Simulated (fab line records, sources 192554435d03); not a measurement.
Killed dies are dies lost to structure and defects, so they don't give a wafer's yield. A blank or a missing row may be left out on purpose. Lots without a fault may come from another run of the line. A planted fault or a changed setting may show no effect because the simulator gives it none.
A struck lot beside a sound one | flow n5_finfet | 19 steps out of a route of 1938
Sound: wafers L988.2, L988.4, L988.5. Struck: wafers L976.4, L976.5, L976.6. The cause comes at the end.
At each step with rows: each side's tool, then ch and its chambers, then its first start. Under that, the readings that differ: sound wafers | struck wafers | difference of the means | sigmas: that difference in standard deviations of wafers without a fault.
alike: readings whose means differ by less than 2 such deviations, and words and numbers that are the same on both sides. not compared: withheld readings, readings that some wafer has no value for, bounds like >300 that may hide the same value, and numbers for which the record gives no deviation and whose values overlap.
The two part at a step that has a row with sigmas, a row that says differs or no value, or rows on one side only. Numbers that don't overlap but have no deviation are shown without sigmas and don't part them. A reading that every wafer of one side lacks parts them only if that side has two wafers or more.

first, 8 steps without rows for these wafers: N5_BEOL_M10_CMP_52 (polishes, stops on SiCOH lowk, t overpolish 7 s, target thk 140 nm); N5_BEOL_M10_PRE_CLEAN_55 (time 15 s); N5_BEOL_M10_DEP_56 (deposits SiCN from 3MS/NH3, target thk 15 nm, time 26.5 s); N5_BEOL_M11_ILD_DEP_00 (deposits SiCOH lowk from DEMS/porogen, target thk 308.51 nm, time 58 s); N5_BEOL_M11_CURE_71 (cures SiCOH lowk, time 240 s); N5_BEOL_M11_PECVD_70 (deposits SiO2 from TEOS/O2, target thk 20 nm, time 22.7 s); N5_BEOL_M11_HM_DEP_02 (deposits TiN, target thk 20 nm); N5_BEOL_M11_COAT_59 (time 60 s, resist thk 100 nm).
N5_BEOL_M11_COAT_60: time 60 s, resist thk 30 nm.
  sound on litho_track-02 ch 0, day 16 22:07; struck on litho_track-02 ch 0, day 14 01:39
  reading                                     | sound                | struck               | difference | sigmas
  spin_speed_rpm (rpm)                        | 1499.2 1500.4 1499.6 | 1412.9 1411.5 1413.1 | -87.2      | -92
  model.SiARC_of_BEOL_M11_COAT_60.thk_nm (nm) | 30 29.8 30           | 30.8 31 30.8         | +0.9       |
  alike: plate_temp_C
then, 7 steps without rows for these wafers: N5_BEOL_M11_COAT_05 (resist thk 90 nm); N5_BEOL_M11_EBR_07; N5_BEOL_M11_SOFTBAKE_06 (time 60 s); N5_BEOL_M11_EXPOSE_08 (exposes mask M11); N5_BEOL_M11_PEB_09 (peb time 60 s); N5_BEOL_M11_DEVELOP_10 (develop time 30 s); N5_BEOL_M11_DESCUM_16 (chemistry O2, time 7.9 s).
N5_BEOL_M11_ETCH_61: etches SiARC in CF4, target depth 39 nm, time 65 s.
  sound on rie_diel-03 ch 0,2,3, day 16 22:36; struck on rie_diel-03 ch 1,2, day 14 02:08
  reading                                       | sound             | struck            | difference | sigmas
  etch_rf_on_time_s (s)                         | 66.4 63.0 64.3    | 67.8 66.5 67.4    | +2.7       | +2
  model.etch.depth_nm (nm)                      | 29.94 29.84 29.96 | 30.84 30.92 30.89 | +0.97      |
  model.CAR-ArF_of_BEOL_M11_COAT_05.thk_nm (nm) | 55.8 55.6 55.6    | 54.4 54.4 54.6    | -1.2       |
  alike: drypump_motor_current_A, oes_product_au, rf_vpp_V, showerhead_plenum_p_Torr, throttle_valve_pct
  not compared: rf_hours_counter_h
N5_BEOL_M11_ETCH_62: etches SOC in N2/H2, target depth 110 nm, overetch 22 nm, time 165 s.
  sound on rie_diel-03 ch 0,2,3, day 16 22:39; struck on rie_diel-03 ch 1,2, day 14 02:11
  reading                                     | sound          | struck         | difference | sigmas
  model.SiARC_of_BEOL_M11_COAT_60.thk_nm (nm) | 23.6 23.2 23.4 | 24.6 24.4 24.6 | +1.1       |
  alike: drypump_motor_current_A, h2_flow_sccm, oes_product_au, rf_vpp_V, showerhead_plenum_p_Torr, throttle_valve_pct
  not compared: rf_hours_counter_h
then, 1 step without rows for these wafers: N5_BEOL_M11_STRIP_68 (strips in N2/H2).

WHERE THEY PART
First at N5_BEOL_M11_COAT_60; last, within this record, at N5_BEOL_M11_ETCH_61. Later steps at which nothing parts them and some readings are alike: N5_BEOL_M11_ETCH_62.

WHY: what the simulator had put in
Process parameter drift: litho_track-02, from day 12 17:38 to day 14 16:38, at N5_BEOL_M11_COAT_60. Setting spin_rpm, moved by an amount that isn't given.
